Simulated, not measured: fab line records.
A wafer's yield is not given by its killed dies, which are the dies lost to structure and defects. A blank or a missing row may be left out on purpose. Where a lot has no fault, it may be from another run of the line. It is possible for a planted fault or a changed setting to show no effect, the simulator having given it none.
8D (eight disciplines) problem report, filled in by code ; flow n5Finfet ; the parts of the form that need people (team, actions taken, sign-off) are left out

== 1. THE ISSUE ==
Wafers free of any fault read 5.80 (standard deviation 0.23) for CJ_P at N5_BEOL_M4_RC_MEAS_101, against a mean of 3.60 on 3 wafers of 2 lots. That puts it -9.6 standard deviations away from the usual mean.
First seen on wafer L741.4, day 12 17:35, on prober-02. Wafers with a number at this step in the record: 27, from 9 lots. The rule behind "out" and "out of limits": a value lying over 4 standard deviations away from the usual mean. All remaining wafers that have a number are taken as sound.

== 2. WHAT IT IS AND WHAT IT IS NOT ==
question;is;is not
which readings at this step;CJ_P, ION_P;DIBL_N, DIBL_P, IOFF_N, ION_N, SS_N, VT_N
which lots;L740, L741;L724, L725, L726, L730, L732, L736, L746
which wafers of those lots;L740.6, L741.4, L741.6;L740.1, L740.5, L741.5
read on which gauges;prober-01, prober-02;-
when;from day 12 17:35;"up to then (19 sound wafers); but 5 sound wafers of L740, L746 came after"

== 3. THE SUSPECTS, EACH WITH WHAT RULES IT OUT ==
Counting: if a tool at a process step up to the reading ran every lot that is out, it stays a suspect. Sound lots after the first of them don't rule it out here, since some wafers of a struck lot are sound.
- the gauge at N5_BEOL_M4_RC_MEAS_101 has been ruled out. Those wafers that are out were read across 2 gauges (prober-01, prober-02).
- rieSi-02 at N5_SD_EPI_P_SD_RECESS_17 (chemistry HBr/Cl2/O2, target depth 39.1 nm, bt time 3 s): kept. It processed each lot that is out (first: L740, day 7 14:35); up to then, its last sound lot is L736 (day 6 13:51).
- cmp-04 at N5_BEOL_M4_CMP_52 (polishes, stops on SiOC, t overpolish 6.8 s, target thk 40 nm): kept. It processed each lot that is out (first: L741, day 12 16:35); up to then, its last sound lot is L736 (day 11 23:17).
What counting leaves: rieSi-02 at N5_SD_EPI_P_SD_RECESS_17 and cmp-04 at N5_BEOL_M4_CMP_52.

== 4. THE CAUSE (what the simulator had put in) ==
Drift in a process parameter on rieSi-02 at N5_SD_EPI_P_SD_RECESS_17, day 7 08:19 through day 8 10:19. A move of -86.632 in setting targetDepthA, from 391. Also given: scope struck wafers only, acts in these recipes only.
Of the 2 suspects that counting leaves, this tool is one.

== 5. THE EFFECT CHAIN, in route order ==
Rows list readings where the struck wafers' mean (over those with a number) sits beyond 3 standard deviations from the usual. Scope: only readings with a usual standard deviation given in the record; hours: median across lots of the time from each lot's start at the first step in this table that gives one to its start at this step; sigmas: change in usual standard deviations.
hours;step;reading;usual;on struck wafers;change;sigmas
0;N5_BEOL_M4_RC_MEAS_101;CJ_P;5.80;3.60;-2.20;-9.6
0;N5_BEOL_M4_RC_MEAS_101;ION_P;466 uA/um;422;-44;-5.6
0;N5_BEOL_M4_RC_MEAS_101;REXT_P;100.4 ohm.um;110.5;+10.1;+4.2
114;N5_PASSIVATION_PROBE_49;sort_bin_8_speed;0.00 %;70.17;+70.17;+99 or more
114;N5_PASSIVATION_PROBE_49;sortNPass;1076;241;-835;-49
114;N5_PASSIVATION_PROBE_49;sortYieldPct;91.2 %;20.4;-70.8;-47
It contains these process steps:
- N5_PASSIVATION_PROBE_49

== 6. HOW IT WOULD HAVE BEEN CAUGHT EARLIER ==
In this record the first reading out of limits at a measuring or inspecting step was taken at day 12 17:35, 129 hours after the fault began at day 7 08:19.
No tool reading at N5_SD_EPI_P_SD_RECESS_17 that has a usual standard deviation in the record was out on any struck wafer, so an alarm limit of 4 standard deviations on those readings would not have fired.
By day 12 17:35 the whole set of lots that are out, 2 in number, had already begun N5_SD_EPI_P_SD_RECESS_17 on rieSi-02. Tool hold at that time: it would have spared none of them.
